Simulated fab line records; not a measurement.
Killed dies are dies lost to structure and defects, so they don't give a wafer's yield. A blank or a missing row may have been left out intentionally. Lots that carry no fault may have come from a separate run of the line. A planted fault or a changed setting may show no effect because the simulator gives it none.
Chamber matching	flow n5_finfet	rie_diel-05 running N5_BEOL_M1_ETCH_64: 4 sister chambers
The step etches SOC in N2/H2, target depth 75 nm, overetch 15 nm, time 112.5 s. 14 wafers are shown with their chamber, then 7 later ones without.

WAFERS WITH THEIR CHAMBER
wafer	chamber	showerhead_plenum_p_Torr (Torr)	throttle_valve_pct (%)	oes_product_au (a.u.)
L080.3	1	2.42	17.49	0.56
L080.4	1	2.42	17.49	0.56
L080.5	3	2.64	17.99	0.58
L081.1	3	2.64	17.98	0.58
L081.5	0	2.44	18.04	0.60
L081.6	1	2.42	17.49	0.56
L083.2	2	2.61	18.03	0.54
L083.5	2	2.61	18.01	0.54
L083.6	3	2.64	18.00	0.57
L085.1	3	2.64	18.00	0.58
L085.4	2	2.60	18.02	0.53
L085.6	2	2.60	18.01	0.54
L089.1	2	2.60	18.03	0.54
L089.4	3	2.64	18.03	0.56

SIGNATURES (means of the wafers above)
reading	chamber 0	chamber 1	chamber 2	chamber 3	scatter within a chamber
showerhead_plenum_p_Torr	2.4400	2.4200	2.6040	2.6400	0.00346
throttle_valve_pct	18.0400	17.4900	18.0200	18.0000	0.0134
oes_product_au	0.6000	0.5600	0.5380	0.5740	0.00632
Rule: distance of a wafer from a chamber = root of the sum over the readings of ((wafer's reading minus chamber's mean) / reading's scatter) squared. The wafer belongs to the nearest chamber; if the next one is less than 2 further off, it can't be placed. The scatter is the square root of a quotient: the sum, over the shown wafers, of each reading's squared deviation from its chamber's mean, divided by wafers minus chambers.

WAFERS WITH NO CHAMBER GIVEN
wafer	showerhead_plenum_p_Torr (Torr)	throttle_valve_pct (%)	oes_product_au (a.u.)
L089.5	2.41	17.52	0.55
L091.2	2.63	18.03	0.56
L091.3	2.41	17.52	0.55
L091.6	2.41	17.53	0.55
L095.1	2.40	17.53	0.55
L095.3	2.63	18.04	0.56
L095.4	2.43	18.10	0.58

WHICH CHAMBER EACH ONE RAN IN
wafer	from the rows above	in truth
L089.5	1	1
L091.2	3	3
L091.3	1	1
L091.6	1	1
L095.1	1	1
L095.3	3	3
L095.4	0	0
Placed correctly: 7 of 7. Number that these rows cannot place: 0. Placed wrongly: 0.
